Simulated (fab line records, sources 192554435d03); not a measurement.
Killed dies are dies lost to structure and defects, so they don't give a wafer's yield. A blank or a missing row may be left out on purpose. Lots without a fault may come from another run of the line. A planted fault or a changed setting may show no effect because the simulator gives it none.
Which tool did it? | flow n5_finfet | 24 lots, 72 wafers sampled, at 4 steps of a route of 1938

WHAT THE GAUGES READ, wafer by wafer
N5_BEOL_M10_THK_MEAS_01. Usual: M10_ILD_THK 267 nm, standard deviation 3.3.
lot  | measured     | on            | M10_ILD_THK (nm) | flag
L074 | day 11 13:50 | film_metro-01 | 263 269 268      |
L076 | day 11 17:11 | film_metro-02 | 263 265 268      |
L075 | day 11 18:14 | film_metro-01 | 265 268 270      |
L078 | day 12 14:05 | film_metro-01 | 264 268 269      |
L081 | day 12 20:58 | film_metro-01 | 265 274 270      |
L079 | day 12 23:41 | film_metro-01 | 269 270 270      |
L077 | day 12 20:18 | film_metro-02 | 264 265 269      |
L080 | day 12 20:42 | film_metro-02 | 261 268 269      |
L083 | day 13 15:23 | film_metro-02 | 266 268 270      |
L082 | day 13 22:59 | film_metro-01 | 268 272 273      |
L084 | day 14 01:32 | film_metro-01 | 263 267 271      |
L086 | day 14 08:20 | film_metro-02 | 266 271 272      |
L085 | day 14 07:47 | film_metro-02 | 275 274 275      |
L089 | day 14 14:55 | film_metro-01 | 266 269 269      |
L087 | day 14 17:34 | film_metro-02 | 272 269 270      |
L088 | day 15 07:28 | film_metro-01 | 267 272 269      |
L091 | day 15 11:58 | film_metro-01 | 271 268 269      |
L090 | day 15 11:44 | film_metro-01 | 262 268 269      |
L092 | day 15 15:40 | film_metro-02 | 268 268 275      |
L093 | day 15 14:04 | film_metro-02 | 268 264 272      |
L094 | day 16 05:47 | film_metro-02 | 261 268 265      |
L095 | day 17 03:44 | film_metro-01 | 267 265 267      |
L096 | day 17 05:37 | film_metro-02 | 262 267 269      |
L097 | day 17 20:41 | film_metro-02 | 262 266 267      |

WHICH TOOL RAN EACH LOT (tool, then ch and the chambers of the sampled wafers, then the start)
lot  | N5_BEOL_M8_CMP_52             | N5_BEOL_M8_DEP_56               | N5_BEOL_M9_PECVD_70
L074 | cmp-03 ch 0,1,3, day 10 17:22 | pecvd-02 ch 0,1,2, day 10 17:41 | pecvd-02 ch 0,1,2, day 10 18:32
L076 | cmp-04 ch 0,1, day 11 06:38   | pecvd-01 ch 0,1, day 11 07:00   | pecvd-02 ch 1,2, day 11 07:46
L075 | cmp-02 ch 0,2,3, day 11 07:04 | pecvd-01 ch 0,2, day 11 07:23   | pecvd-03 ch 0,1, day 11 08:38
L078 | cmp-03 ch 0,1,2, day 12 05:24 | pecvd-01 ch 0,1,2, day 12 05:41 | pecvd-02 ch 0,1,2, day 12 06:26
L081 | cmp-04 ch 0,2,3, day 12 05:54 | pecvd-04 ch 0,1,2, day 12 06:13 | pecvd-02 ch 0,1, day 12 07:11
L079 | cmp-03 ch 0,3, day 12 05:59   | pecvd-02 ch 0,1,2, day 12 06:22 | pecvd-03 ch 0,1,2, day 12 07:25
L077 | cmp-02 ch 0,1,3, day 12 06:08 | pecvd-01 ch 0,1, day 12 06:29   | pecvd-04 ch 0,1,2, day 12 07:40
L080 | cmp-02 ch 0,3, day 12 06:46   | pecvd-04 ch 0,1,2, day 12 07:08 | pecvd-04 ch 0,1,2, day 12 08:22
L083 | cmp-04 ch 0,3, day 13 07:36   | pecvd-04 ch 1,2, day 13 07:58   | pecvd-04 ch 1,2, day 13 08:45
L082 | cmp-02 ch 0,1,3, day 13 13:03 | pecvd-01 ch 0,1, day 13 13:18   | pecvd-02 ch 0,1,2, day 13 14:04
L084 | cmp-03 ch 0,2, day 13 16:43   | pecvd-04 ch 1,2, day 13 17:04   | pecvd-04 ch 0,1,2, day 13 17:50
L086 | cmp-04 ch 1,3, day 13 22:53   | pecvd-04 ch 0,1, day 13 23:15   | pecvd-02 ch 0,2, day 14 00:03
L085 | cmp-02 ch 1,2, day 13 23:09   | pecvd-02 ch 0,2, day 13 23:32   | pecvd-04 ch 0,2, day 14 00:18
L089 | cmp-03 ch 0,2,3, day 14 05:41 | pecvd-04 ch 0,1,2, day 14 06:03 | pecvd-04 ch 0,1, day 14 07:08
L087 | cmp-03 ch 0,3, day 14 06:56   | pecvd-02 ch 0,1,2, day 14 07:19 | pecvd-04 ch 0,1,2, day 14 08:35
L088 | cmp-04 ch 0,2, day 14 21:37   | pecvd-01 ch 0,2, day 14 21:56   | pecvd-03 ch 1,2, day 14 22:43
L091 | cmp-04 ch 0,1,2, day 15 01:29 | pecvd-04 ch 0,1, day 15 01:48   | pecvd-02 ch 0,1, day 15 03:02
L090 | cmp-04 ch 1,2, day 15 01:42   | pecvd-01 ch 0,1,2, day 15 02:04 | pecvd-03 ch 0,1,2, day 15 02:49
L092 | cmp-04 ch 1,2,3, day 15 06:37 | pecvd-04 ch 1,2, day 15 06:56   | pecvd-04 ch 0,1, day 15 07:41
L093 | cmp-02 ch 0,1,3, day 15 06:56 | pecvd-04 ch 0,1, day 15 07:17   | pecvd-03 ch 1,2, day 15 08:02
L094 | cmp-04 ch 0,2, day 15 21:47   | pecvd-01 ch 1,2, day 15 22:08   | pecvd-04 ch 0,2, day 15 23:23
L095 | cmp-02 ch 2,3, day 16 16:40   | pecvd-01 ch 0,1, day 16 17:01   | pecvd-03 ch 1,2, day 16 17:47
L096 | cmp-04 ch 1,2,3, day 16 19:55 | pecvd-04 ch 0,1,2, day 16 20:17 | pecvd-04 ch 0,1,2, day 16 21:02
L097 | cmp-02 ch 1,3, day 17 09:22   | pecvd-02 ch 0,2, day 17 09:44   | pecvd-02 ch 0,1, day 17 10:32
- N5_BEOL_M8_CMP_52: polishes, stops on SiCOH lowk, t overpolish 6.9 s, target thk 80 nm.
- N5_BEOL_M8_DEP_56: deposits SiCN from 3MS/NH3, target thk 10 nm, time 17.5 s.
- N5_BEOL_M9_PECVD_70: deposits SiO2 from TEOS/O2, target thk 20 nm, time 22.7 s.

WHAT THE TOOLS THEMSELVES READ (means of the sampled wafers that have a number; where no wafer has one, the mark that the record gives instead)
N5_BEOL_M8_CMP_52. Usual: barrier_field_endpoint_s 29.2 s, standard deviation 0.64; edge_zone_pressure_frac 1.000, standard deviation 0.0051; motor_current_A 6.0 A, standard deviation 0.66; overpolish_run_s 6.900 s, standard deviation 0.0088; slurry_flow_ml_min 150.0, standard deviation 0.4; time_to_endpoint_s 63.1 s, standard deviation 2.6.
lot  | tool   | barrier_field_endpoint_s (s) | edge_zone_pressure_frac | motor_current_A (A) | overpolish_run_s (s) | slurry_flow_ml_min | time_to_endpoint_s (s) | flag
L074 | cmp-03 | 29.3                         | 1.004                   | 6.1                 | 6.887                | 149.8              | 59.4                   |
L076 | cmp-04 | 29.9                         | 0.999                   | 6.2                 | 6.906                | 150.2              | 65.9                   |
L075 | cmp-02 | 29.7                         | 0.996                   | 5.9                 | 6.894                | 149.9              | 65.6                   |
L078 | cmp-03 | 29.1                         | 1.004                   | 5.9                 | 6.899                | 150.2              | 62.1                   |
L081 | cmp-04 | 29.5                         | 0.997                   | 5.5                 | 6.909                | 150.0              | 63.9                   |
L079 | cmp-03 | 29.0                         | 1.004                   | 6.5                 | 6.904                | 150.1              | 62.8                   |
L077 | cmp-02 | 29.0                         | 0.999                   | 6.2                 | 6.895                | 150.2              | 63.9                   |
L080 | cmp-02 | 29.8                         | 0.997                   | 6.3                 | 6.899                | 150.4              | 64.7                   |
L083 | cmp-04 | 29.8                         | 0.995                   | 5.1                 | 6.900                | 150.2              | 65.5                   |
L082 | cmp-02 | 28.3                         | 1.001                   | 6.4                 | 6.898                | 150.2              | 60.9                   |
L084 | cmp-03 | 29.2                         | 0.998                   | 5.8                 | 6.896                | 150.0              | 62.7                   |
L086 | cmp-04 | 29.6                         | 1.005                   | 6.3                 | 6.901                | 150.1              | 61.9                   |
L085 | cmp-02 | 29.6                         | 0.998                   | 6.2                 | 6.896                | 150.3              | 61.3                   |
L089 | cmp-03 | 29.8                         | 1.006                   | 6.2                 | 6.905                | 150.1              | 66.2                   |
L087 | cmp-03 | 30.2                         | 0.996                   | 6.5                 | 6.908                | 150.0              | 66.0                   |
L088 | cmp-04 | 28.5                         | 0.998                   | 5.3                 | 6.905                | 150.1              | 61.9                   |
L091 | cmp-04 | 28.2                         | 1.000                   | 5.6                 | 6.901                | 150.2              | 62.3                   |
L090 | cmp-04 | 28.9                         | 1.005                   | 6.3                 | 6.891                | 150.4              | 64.7                   |
L092 | cmp-04 | 29.3                         | 1.004                   | 5.9                 | 6.896                | 150.2              | 63.7                   |
L093 | cmp-02 | 29.3                         | 1.001                   | 6.4                 | 6.903                | 149.8              | 61.1                   |
L094 | cmp-04 | 29.7                         | 1.003                   | 5.1                 | 6.906                | 149.9              | 64.1                   |
L095 | cmp-02 | 28.5                         | 1.002                   | 6.3                 | 6.887                | 150.3              | 60.4                   |
L096 | cmp-04 | 29.4                         | 1.005                   | 6.2                 | 6.895                | 149.9              | 65.2                   |
L097 | cmp-02 | 28.5                         | 1.003                   | 6.8                 | 6.901                | 149.8              | 57.5                   |

N5_BEOL_M8_DEP_56. Usual: showerhead_plenum_p_Torr 3.665 Torr, standard deviation 0.01; throttle_valve_pct 9.2 %, standard deviation 0.56.
lot  | tool     | showerhead_plenum_p_Torr (Torr) | throttle_valve_pct (%) | flag
L074 | pecvd-02 | 3.661                           | 9.0                    |
L076 | pecvd-01 | 3.661                           | 9.5                    |
L075 | pecvd-01 | 3.669                           | 8.7                    |
L078 | pecvd-01 | 3.665                           | 9.3                    |
L081 | pecvd-04 | 3.666                           | 9.2                    |
L079 | pecvd-02 | 3.670                           | 8.8                    |
L077 | pecvd-01 | 3.659                           | 9.9                    |
L080 | pecvd-04 | 3.670                           | 9.1                    |
L083 | pecvd-04 | 3.655                           | 9.1                    |
L082 | pecvd-01 | 3.659                           | 9.7                    |
L084 | pecvd-04 | 3.662                           | 9.1                    |
L086 | pecvd-04 | 3.662                           | 9.0                    |
L085 | pecvd-02 | 3.670                           | 8.9                    |
L089 | pecvd-04 | 3.662                           | 9.2                    |
L087 | pecvd-02 | 3.658                           | 9.0                    |
L088 | pecvd-01 | 3.663                           | 8.9                    |
L091 | pecvd-04 | 3.676                           | 9.0                    |
L090 | pecvd-01 | 3.667                           | 9.3                    |
L092 | pecvd-04 | 3.664                           | 8.9                    |
L093 | pecvd-04 | 3.678                           | 8.9                    |
L094 | pecvd-01 | 3.661                           | 9.9                    |
L095 | pecvd-01 | 3.664                           | 9.7                    |
L096 | pecvd-04 | 3.666                           | 9.1                    |
L097 | pecvd-02 | 3.664                           | 9.1                    |

N5_BEOL_M9_PECVD_70. Usual: heater_power_w 693 W, standard deviation 68; showerhead_plenum_p_Torr 8.77 Torr, standard deviation 0.048; throttle_valve_pct 22.4 %, standard deviation 0.76.
lot  | tool     | heater_power_w (W) | showerhead_plenum_p_Torr (Torr) | throttle_valve_pct (%) | flag
L074 | pecvd-02 | 687                | 8.80                            | 22.0                   |
L076 | pecvd-02 | 643                | 8.76                            | 22.1                   |
L075 | pecvd-03 | 738                | 8.76                            | 22.7                   |
L078 | pecvd-02 | 686                | 8.79                            | 22.0                   |
L081 | pecvd-02 | 725                | 8.82                            | 21.9                   |
L079 | pecvd-03 | 644                | 8.71                            | 22.4                   |
L077 | pecvd-04 | 701                | 8.78                            | 22.5                   |
L080 | pecvd-04 | 670                | 8.80                            | 22.6                   |
L083 | pecvd-04 | 762                | 8.74                            | 22.7                   |
L082 | pecvd-02 | 728                | 8.79                            | 22.0                   |
L084 | pecvd-04 | 703                | 8.79                            | 22.4                   |
L086 | pecvd-02 | 732                | 8.77                            | 22.3                   |
L085 | pecvd-04 | 704                | 8.77                            | 23.3                   |
L089 | pecvd-04 | 671                | 8.79                            | 21.9                   |
L087 | pecvd-04 | 692                | 8.79                            | 22.6                   |
L088 | pecvd-03 | 621                | 8.69                            | 22.0                   |
L091 | pecvd-02 | 738                | 8.82                            | 21.9                   |
L090 | pecvd-03 | 674                | 8.74                            | 22.5                   |
L092 | pecvd-04 | 638                | 8.82                            | 22.4                   |
L093 | pecvd-03 | 704                | 8.70                            | 22.0                   |
L094 | pecvd-04 | 702                | 8.77                            | 23.3                   |
L095 | pecvd-03 | 703                | 8.71                            | 21.9                   |
L096 | pecvd-04 | 693                | 8.78                            | 22.6                   |
L097 | pecvd-02 | 742                | 8.81                            | 21.8                   |

THE ANSWER, worked out from the rows above alone
Rule: a lot is off if the mean of its wafers that have a number lies more than 3 standard deviations from the usual mean. A lot without any number at a reading at which 4 lots or more have one is off too. The other lots that the step has rows for count as sound. The gauges are gone through in route order, then the tools' own readings, and for those a lot's mean is taken as printed above. The first step at which some lot is off is used, and at that step the reading that is off furthest; a lot without a number counts as furthest.
No lot is off at any reading shown: from this, nothing can be told.

WHAT THE SIMULATOR HAD PUT IN
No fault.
